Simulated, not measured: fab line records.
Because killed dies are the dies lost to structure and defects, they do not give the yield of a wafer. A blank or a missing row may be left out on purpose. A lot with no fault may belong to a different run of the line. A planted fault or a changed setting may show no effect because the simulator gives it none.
One fault through the eyes of 3 desks ; flow n5_finfet ; every desk sees just its own numbers, and what lay behind them comes last
Where a reading is given only as a bound, like >300, the bound stands for it, and a mean or a difference that rests on one is marked > or <: the true number lies beyond.

## METROLOGY DESK
What the gauges read, lot by lot, whatever tool the lot ran on: means of the sampled wafers that have a number. Marked OUT: a lot whose mean sits more than 4 standard deviations from the usual mean, which makes it out of limits; the brackets give that distance. Shown here are 7 of its 10 readings, the ones lying furthest out on some lot.
Columns: A = DIBL_P at N5_BEOL_M4_RC_MEAS_101, usual 36.5 mV/V; B = IOFF_N at N5_BEOL_M4_RC_MEAS_101, usual 0.154 nA/um; C = IOFF_P at N5_BEOL_M4_RC_MEAS_101, usual 0.202 nA/um; D = ION_N at N5_BEOL_M4_RC_MEAS_101, usual 671 uA/um; E = ION_P at N5_BEOL_M4_RC_MEAS_101, usual 460 uA/um; F = VT_N at N5_BEOL_M4_RC_MEAS_101, usual 250.9 mV; G = VT_P at N5_BEOL_M4_RC_MEAS_101, usual -251.4 mV
lot;first seen here;A;B;C;D;E;F;G
L396;day 8 14:03;35.3;0.120;0.146;655;444;257.2;-258.4
L400;day 10 04:13;34.9;0.158;0.186;666;452;250.3;-255.0
L402;day 10 08:14;37.5;0.158;0.201;670;458;249.8;-252.1
L404;day 10 12:28;36.6;0.146;0.190;667;456;250.4;-253.5
L416;day 13 18:04;37.2;0.157;0.194;682;460;249.9;-250.7
This desk's finding: nothing out of limits on any of the 5 lots.

## THE DEFECT DESK
Lot by lot, what the route's inspections counted, given as the mean of those sampled wafers with a number. Marked OUT: a lot whose mean sits more than 4 standard deviations from the usual mean, which makes it out of limits; the brackets give that distance.
Columns: A = raw_defect_count at N5_WELL_APT_INSPECT_38, usual 13; B = raw_defect_count at N5_PMOS_HMC_CHANNEL_EPI_INSPECT_11, usual 1.8
lot;first seen here;A;B
L396;day 2 10:59;13;2.0
L400;day 3 10:56;678 (+99 or more) OUT;>300 (+99 or more) OUT
L402;day 3 22:44;683 (+99 or more) OUT;>300 (+99 or more) OUT
L404;day 4 11:21;658 (+99 or more) OUT;>300 (+99 or more) OUT
L416;day 7 11:14;16;1.0
This desk's verdict: out of limits on L400, L402, L404, starting with L400 at day 3 10:56 (raw_defect_count at N5_WELL_APT_INSPECT_38). L396, L416 stayed within limits.

## FOR THE TOOL OWNER'S DESK: epi_rpcvd-01
The tool's own readings at N5_WELL_APT_EPI_41 (deposits Si from SiH4/H2, target thk 50 nm, time 297.7 s): means of the sampled wafers that have a number, for each lot that ran on this tool. Marked OUT: a lot whose mean sits more than 4 standard deviations from the usual mean, which makes it out of limits; the brackets give that distance.
Columns: A = throttle_valve_pct at N5_WELL_APT_EPI_41, usual 11.1 %
lot;first seen here;A
L396;day 2 10:20;11.0
L400;day 3 10:13;11.0
L402;day 3 21:54;11.1
L404;day 4 10:39;10.9
This desk's finding: nothing out of limits on any of the 4 lots.

## TAKEN TOGETHER
The defect desk could have raised an alarm at day 3 10:56, on L400, L402, L404.
The metrology desk saw nothing out of limits.
The desk of the tool owner found nothing out of limits.
The metrology desk holds a record of L400, L402, L404, inside its limits.
The tool owner's desk has L400, L402, L404 on record, within its limits.
All the named lots went through N5_WELL_APT_EPI_41 on epi_rpcvd-01.

## WHAT WAS PUT IN BY THE SIMULATOR
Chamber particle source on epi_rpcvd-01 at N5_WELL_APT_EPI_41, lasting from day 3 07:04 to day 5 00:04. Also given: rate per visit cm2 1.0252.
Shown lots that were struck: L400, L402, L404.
Hours from the fault's start to each desk's first reading out of limits: the defect desk, 4.
